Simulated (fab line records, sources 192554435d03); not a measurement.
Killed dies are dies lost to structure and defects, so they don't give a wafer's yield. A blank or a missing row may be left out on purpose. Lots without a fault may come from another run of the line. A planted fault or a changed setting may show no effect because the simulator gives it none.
Which tool did it? | flow n5_finfet | 11 lots, 31 wafers sampled, at 5 steps of a route of 1938

WHAT THE GAUGES READ, wafer by wafer
The record holds no reading of a measuring or inspecting step that can be judged against a usual standard deviation.

WHICH TOOL RAN EACH LOT (tool, then ch and the chambers of the sampled wafers, then the start)
lot  | N5_MOL_CONTACT_COAG_CVD_140   | N5_MIM_TOP_ETCH_ETCH_00           | N5_PASSIVATION_AL_ETCH_33         | N5_PASSIVATION_STRIP_48            | N5_PASSIVATION_PROBE_49
L816 | cvd_w-01 ch 0,1, day 5 08:49  | rie_metal-01 ch 0,1, day 10 22:23 | rie_metal-02 ch 0,1, day 11 03:22 | rie_diel-01 ch 1,2,3, day 11 05:53 | -
L817 | cvd_w-02 ch 0,1, day 5 18:32  | rie_metal-02 ch 0,1, day 11 21:23 | rie_metal-03 ch 0, day 12 02:37   | rie_diel-01 ch 1,3, day 12 05:37   | -
L818 | cvd_w-01 ch 0,1, day 5 22:31  | rie_metal-02 ch 0, day 12 02:46   | rie_metal-03 ch 0, day 12 08:16   | rie_diel-02 ch 0,3, day 12 11:53   | -
L819 | cvd_w-01 ch 0,1, day 6 00:37  | rie_metal-01 ch 0, day 11 21:31   | rie_metal-01 ch 0,1, day 12 01:39 | rie_diel-06 ch 0,1,3, day 12 03:51 | -
L820 | cvd_w-01 ch 0,1, day 6 12:28  | rie_metal-03 ch 0, day 12 12:45   | rie_metal-02 ch 0, day 12 17:27   | rie_diel-02 ch 1,3, day 12 20:19   | prober-02, day 12 22:51
L821 | cvd_w-02 ch 0,1, day 6 13:45  | rie_metal-01 ch 0,1, day 13 09:51 | rie_metal-02 ch 0,1, day 13 15:20 | rie_diel-01 ch 1,2,3, day 13 17:49 | -
L825 | cvd_w-01 ch 0,1, day 7 17:01  | rie_metal-01 ch 0,1, day 14 01:37 | rie_metal-01 ch 0,1, day 14 06:16 | rie_diel-02 ch 0,1, day 14 09:07   | prober-02, day 14 11:37
L830 | cvd_w-02 ch 0,1, day 8 18:34  | rie_metal-01 ch 0,1, day 15 06:01 | rie_metal-03 ch 0,1, day 15 14:31 | rie_diel-01 ch 0,2,3, day 15 16:57 | -
L837 | cvd_w-01 ch 0,1, day 10 10:17 | rie_metal-01 ch 0,1, day 17 04:49 | rie_metal-01 ch 0,1, day 17 09:07 | rie_diel-01 ch 1,2, day 17 11:26   | -
L838 | cvd_w-01 ch 0,1, day 10 17:24 | rie_metal-01 ch 0,1, day 17 20:25 | rie_metal-03 ch 0,1, day 18 01:58 | rie_diel-06 ch 1,3, day 18 04:20   | -
L839 | cvd_w-01 ch 0,1, day 10 22:05 | rie_metal-02 ch 1, day 17 20:40   | rie_metal-02 ch 0,1, day 18 02:51 | rie_diel-01 ch 1,2, day 18 05:11   | -
- N5_MOL_CONTACT_COAG_CVD_140: deposits W, target thk 66.5 nm, time 215 s.
- N5_MIM_TOP_ETCH_ETCH_00: etches TiN in Cl2/BCl3, target depth 38.5 nm.
- N5_PASSIVATION_AL_ETCH_33: etches Al in Cl2/BCl3, stops on TaN, target depth 2800 nm, time 466.7 s.
- N5_PASSIVATION_STRIP_48: strips in O2.
- N5_PASSIVATION_PROBE_49

WHAT THE TOOLS THEMSELVES READ (means of the sampled wafers that have a number; where no wafer has one, the mark that the record gives instead)
N5_MOL_CONTACT_COAG_CVD_140. Usual: heater_power_w 439 W, standard deviation 76.
lot  | tool     | heater_power_w (W) | flag
L816 | cvd_w-01 | 384                |
L817 | cvd_w-02 | 448                |
L818 | cvd_w-01 | 379                |
L819 | cvd_w-01 | 407                |
L820 | cvd_w-01 | 398                |
L821 | cvd_w-02 | 505                |
L825 | cvd_w-01 | 415                |
L830 | cvd_w-02 | 453                |
L837 | cvd_w-01 | 400                |
L838 | cvd_w-01 | 389                |
L839 | cvd_w-01 | 415                |

N5_MIM_TOP_ETCH_ETCH_00. Usual: bcl3_flow_sccm 21.74 sccm, standard deviation 0.067; drypump_motor_current_A 5.59 A, standard deviation 0.18; oes_product_au 0.80 a.u., standard deviation 0.11; throttle_valve_pct 22.74 %, standard deviation 0.15.
lot  | tool         | bcl3_flow_sccm (sccm) | drypump_motor_current_A (A) | oes_product_au (a.u.) | throttle_valve_pct (%) | flag
L816 | rie_metal-01 | 21.74                 | 5.47                        | 0.77                  | 22.64                  |
L817 | rie_metal-02 | 21.76                 | 5.78                        | 0.76                  | 22.99                  |
L818 | rie_metal-02 | 21.73                 | 5.86                        | 0.84                  | 22.89                  |
L819 | rie_metal-01 | 21.73                 | 5.32                        | 0.80                  | 22.64                  |
L820 | rie_metal-03 | 21.76                 | 5.50                        | 0.60                  | 23.09                  |
L821 | rie_metal-01 | 21.62                 | 5.43                        | 0.75                  | 22.67                  |
L825 | rie_metal-01 | 21.76                 | 5.54                        | 0.72                  | 22.66                  |
L830 | rie_metal-01 | 21.75                 | 5.53                        | 0.72                  | 22.65                  |
L837 | rie_metal-01 | 21.80                 | 5.49                        | 0.72                  | 22.68                  |
L838 | rie_metal-01 | 21.80                 | 5.45                        | 0.73                  | 22.67                  |
L839 | rie_metal-02 | 21.76                 | 5.65                        | 0.89                  | 22.57                  |

N5_PASSIVATION_AL_ETCH_33. Usual: bcl3_flow_sccm 60.01 sccm, standard deviation 0.18; drypump_motor_current_A 5.62 A, standard deviation 0.17; oes_product_au 0.73 a.u., standard deviation 0.1; throttle_valve_pct 34.38 %, standard deviation 0.25.
lot  | tool         | bcl3_flow_sccm (sccm) | drypump_motor_current_A (A) | oes_product_au (a.u.) | throttle_valve_pct (%) | flag
L816 | rie_metal-02 | 59.91                 | 5.72                        | 0.63                  | 34.74                  |
L817 | rie_metal-03 | 60.02                 | 5.51                        | 0.55                  | 34.71                  |
L818 | rie_metal-03 | 60.06                 | 5.51                        | 0.54                  | 34.74                  |
L819 | rie_metal-01 | 59.98                 | 5.55                        | 0.64                  | 34.18                  |
L820 | rie_metal-02 | 60.09                 | 5.88                        | 0.76                  | 34.52                  |
L821 | rie_metal-02 | 60.00                 | 5.80                        | 0.78                  | 34.39                  |
L825 | rie_metal-01 | 60.16                 | 5.56                        | 0.63                  | 34.18                  |
L830 | rie_metal-03 | 59.84                 | 5.55                        | 0.85                  | 34.37                  |
L837 | rie_metal-01 | 59.78                 | 5.51                        | 0.63                  | 34.24                  |
L838 | rie_metal-03 | 60.10                 | 5.59                        | 0.80                  | 34.53                  |
L839 | rie_metal-02 | 60.17                 | 5.80                        | 0.75                  | 34.36                  |

N5_PASSIVATION_STRIP_48. Usual: drypump_motor_current_A 5.7 A, standard deviation 0.52; oes_product_au 0.81 a.u., standard deviation 0.065; rf_vpp_V 3.8 V, standard deviation 2.3; showerhead_plenum_p_Torr 2.10 Torr, standard deviation 0.084; throttle_valve_pct 16.63 %, standard deviation 0.17.
lot  | tool        | drypump_motor_current_A (A) | oes_product_au (a.u.) | rf_vpp_V (V) | showerhead_plenum_p_Torr (Torr) | throttle_valve_pct (%) | flag
L816 | rie_diel-01 | 5.8                         | 0.80                  | 2.4          | 2.05                            | 16.70                  |
L817 | rie_diel-01 | 5.5                         | 0.74                  | 3.2          | 2.04                            | 16.80                  |
L818 | rie_diel-02 | 5.1                         | 0.78                  | 3.4          | 2.05                            | 16.64                  |
L819 | rie_diel-06 | 5.6                         | 0.78                  | 0.7          | 2.15                            | 16.69                  |
L820 | rie_diel-02 | 5.2                         | 0.80                  | 4.3          | 2.07                            | 16.65                  |
L821 | rie_diel-01 | 5.8                         | 0.87                  | 6.0          | 2.04                            | 16.54                  |
L825 | rie_diel-02 | 5.7                         | 0.77                  | 6.2          | 2.11                            | 16.45                  |
L830 | rie_diel-01 | 6.0                         | 0.86                  | 5.2          | 2.09                            | 16.58                  |
L837 | rie_diel-01 | 5.8                         | 0.86                  | 6.6          | 2.04                            | 16.53                  |
L838 | rie_diel-06 | 5.7                         | 0.76                  | 3.2          | 2.11                            | 16.71                  |
L839 | rie_diel-01 | 6.0                         | 0.84                  | 1.2          | 2.03                            | 16.54                  |

N5_PASSIVATION_PROBE_49. Usual: defect_limited_yield 91.5 %, standard deviation 1.6; killed_at_M0_to_M3 33, standard deviation 10; killed_at_M4_up 13, standard deviation 5.6; killed_at_contacts 13, standard deviation 6; killed_at_front_end 39, standard deviation 12; killed_at_other 3.0, standard deviation 2.8; killed_dies 101, standard deviation 19; killed_open 65, standard deviation 13; killed_short 32, standard deviation 8.3; sort_bin_5_function 5.0 %, standard deviation 1; sort_bin_6_memory 3.1 %, standard deviation 0.69; sort_n_pass 1079, standard deviation 19; sort_yield_pct 91.5 %, standard deviation 1.6.
lot  | tool      | defect_limited_yield (%) | killed_at_M0_to_M3 | killed_at_M4_up | killed_at_contacts | killed_at_front_end | killed_at_other | killed_dies | killed_open | killed_short | sort_bin_5_function (%) | sort_bin_6_memory (%) | sort_n_pass | sort_yield_pct (%) | flag
L820 | prober-02 | 84.7                     | 44                 | 20              | 76                 | 36                  | 4.0             | 180         | 68          | 44           | 8.8                     | 4.5                   | 1000        | 84.7               | OFF
L825 | prober-02 | 82.5                     | 49                 | 16              | 103                | 36                  | 2.3             | 207         | 76          | 44           | 10.8                    | 4.6                   | 973         | 82.5               | OFF

THE ANSWER, worked out from the rows above alone
Rule: a lot is off if the mean of its wafers that have a number lies more than 3 standard deviations from the usual mean. A lot without any number at a reading at which 4 lots or more have one is off too. The other lots that the step has rows for count as sound. The gauges are gone through in route order, then the tools' own readings, and for those a lot's mean is taken as printed above. The first step at which some lot is off is used, and at that step the reading that is off furthest; a lot without a number counts as furthest.
Off: L820, L825, at N5_PASSIVATION_PROBE_49 (killed_at_contacts). Neither off nor sound, because the step has no rows for them: L816, L817, L818, L819, L821, L830, L837, L838, L839.
A tool fits if, at that step or a process step before it, it ran every lot that is off, and no sound lot after the first of them. Can't be told from this: 3 tools fit, cvd_w-01 at N5_MOL_CONTACT_COAG_CVD_140, rie_diel-02 at N5_PASSIVATION_STRIP_48, prober-02 at N5_PASSIVATION_PROBE_49.

WHAT THE SIMULATOR HAD PUT IN
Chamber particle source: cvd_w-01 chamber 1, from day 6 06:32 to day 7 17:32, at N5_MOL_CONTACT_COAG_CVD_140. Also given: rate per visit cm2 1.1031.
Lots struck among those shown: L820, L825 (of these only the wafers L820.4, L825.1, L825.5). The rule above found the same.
